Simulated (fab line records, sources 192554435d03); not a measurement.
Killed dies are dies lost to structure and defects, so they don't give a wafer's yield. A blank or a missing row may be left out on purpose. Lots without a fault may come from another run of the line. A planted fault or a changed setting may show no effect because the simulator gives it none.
Problem report in the 8D (eight disciplines) form, filled by code | flow n5_finfet | the parts of the form that need people (team, actions taken, sign-off) are left out

1. THE PROBLEM
cd_nm at N5_BEOL_M8_CD_MEAS_28 reads a mean of 30.44 nm on 4 wafers of 3 lots; wafers without a fault read 39.98 nm with a standard deviation of 0.24. That is -40 standard deviations from the usual mean.
The step: target cd 40 nm.
First seen on wafer L283.4, day 19 05:09, on cd_sem-03. The record holds 27 wafers of 10 lots with a number at this step. Rule for "out", or "out of limits": more than 4 standard deviations from the usual mean. The other wafers with a number count as sound.

2. WHAT IT IS AND WHAT IT IS NOT
question                    | is                              | is not
which readings at this step | cd_nm                           | -
which lots                  | L278, L282, L283                | L266, L276, L277, L279, L280, L281, L289
which wafers of those lots  | L278.4, L278.6, L282.6, L283.4  | L282.2, L282.5, L283.5
read on which gauges        | cd_sem-01, cd_sem-02, cd_sem-03 | -
when                        | from day 19 05:09               | up to then (13 sound wafers); but 10 sound wafers of L280, L281, L282, L289 came after

3. SUSPECTS, AND WHAT RULES EACH OUT
Counting: a tool at a process step up to the reading stays a suspect if it ran every lot that is out. Sound lots after the first of them don't rule it out here, since some wafers of a struck lot are sound.
- the gauge at N5_BEOL_M8_CD_MEAS_28: ruled out. The wafers that are out were read on 3 gauges (cd_sem-01, cd_sem-02, cd_sem-03).
- euv_scanner-02 at N5_BEOL_M8_EXPOSE_25 (exposes mask V7, target cd 40 nm): kept. It ran every lot that is out, first L283 (day 19 05:02); its last sound lot up to then is L279 (day 19 04:56).
Left after counting: euv_scanner-02 at N5_BEOL_M8_EXPOSE_25.

4. THE CAUSE (what the simulator had put in)
Process parameter drift: euv_scanner-02, from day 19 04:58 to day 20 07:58, at N5_BEOL_M8_EXPOSE_25. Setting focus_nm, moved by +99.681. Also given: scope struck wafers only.
Counting left only this tool.

5. THE CHAIN OF EFFECTS, in route order
Each row: a reading whose mean over the struck wafers that have a number lies more than 3 standard deviations from the usual. Only readings for which the record gives a usual standard deviation are gone through. hours: the time from each lot's start at the first step in this table that gives one to its start at this step, as a median over the lots. sigmas: the change in usual standard deviations.
hours | step                    | reading              | usual    | on struck wafers | change | sigmas
0     | N5_BEOL_M8_CD_MEAS_28   | cd_nm                | 39.98 nm | 30.44            | -9.54  | -40
77    | N5_PASSIVATION_PROBE_49 | defect_limited_yield | 90.7 %   | 0.0              | -90.7  | -60
77    | N5_PASSIVATION_PROBE_49 | killed_at_M4_up      | 15       | 1076             | +1061  | +99 or more
77    | N5_PASSIVATION_PROBE_49 | killed_dies          | 110      | 1180             | +1070  | +59
77    | N5_PASSIVATION_PROBE_49 | killed_on_rim        | 15       | 152              | +137   | +38
77    | N5_PASSIVATION_PROBE_49 | sort_n_pass          | 1070     | 0                | -1070  | -59
77    | N5_PASSIVATION_PROBE_49 | sort_yield_pct       | 90.7 %   | 0.0              | -90.7  | -60
The process steps in it:
- N5_PASSIVATION_PROBE_49
Later measuring or inspecting steps at which every struck wafer that the step has a row for has a number for every such reading, and none has moved that far: N5_BEOL_M8_OVL_MEAS_29.

6. WHAT WOULD HAVE CAUGHT IT SOONER
In this record the first reading out of limits at a measuring or inspecting step was taken at day 19 05:09, 0 hours after the fault began at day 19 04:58.
Of the lots that are out (3), L278, L282 began N5_BEOL_M8_EXPOSE_25 on euv_scanner-02 after day 19 05:09. A hold on the tool at that time would have spared those 2.
